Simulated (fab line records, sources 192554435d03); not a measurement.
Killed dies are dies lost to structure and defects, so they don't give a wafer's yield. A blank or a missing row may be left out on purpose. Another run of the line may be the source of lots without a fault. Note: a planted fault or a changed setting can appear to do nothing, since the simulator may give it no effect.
Matching of chambers | flow n5 finfet | N5_FIN_SAQP_MANDREL_ETCH_22 on rie si-02 has 4 sister chambers
The step etches a-Si in HBr/Cl2, stops on SiNx, target depth 60 nm, bt time 10 s, time 30 s. 4 wafers are shown with their chamber, then 11 later ones without.

## WAFERS WITH THEIR CHAMBER
wafer  | chamber | throttle valve pct (%)
L083.5 | 0       | 35.01
L084.2 | 3       | 35.26
L087.5 | 2       | 35.53
L092.1 | 1       | 35.68

## WAFERS WITH NO CHAMBER GIVEN
wafer  | throttle valve pct (%)
L092.2 | 35.49
L092.3 | 35.27
L093.3 | 35.70
L093.4 | 35.53
L093.6 | 35.68
L094.1 | 35.69
L094.5 | 35.53
L094.6 | 35.67
L097.3 | 35.03
L097.5 | 35.25
L097.6 | 35.00

## EACH ONE'S CHAMBER
wafer  | from the rows above | in truth
L092.2 | 2                   | 2
L092.3 | 3                   | 3
L093.3 | 1                   | 1
L093.4 | 2                   | 2
L093.6 | 1                   | 1
L094.1 | 1                   | 1
L094.5 | 2                   | 2
L094.6 | 1                   | 1
L097.3 | 0                   | 0
L097.5 | 3                   | 3
L097.6 | 0                   | 0
Correctly placed: 11 of 11. Number that these rows cannot place: 0. Wrongly placed: 0.
How it was worked out, from the rows above alone: a wafer's distance from a chamber is the root of the sum, over the readings, of the square of ((its reading less the chamber's mean) divided by the reading's scatter). If the next closest chamber is less than 2 further off than the closest, the wafer can't be placed; otherwise it belongs to the closest. A chamber's mean is the mean of its shown wafers. The scatter (one wafer shown for each chamber): square how far every hidden wafer sits from the nearest shown wafer, average those squares and take the square root.
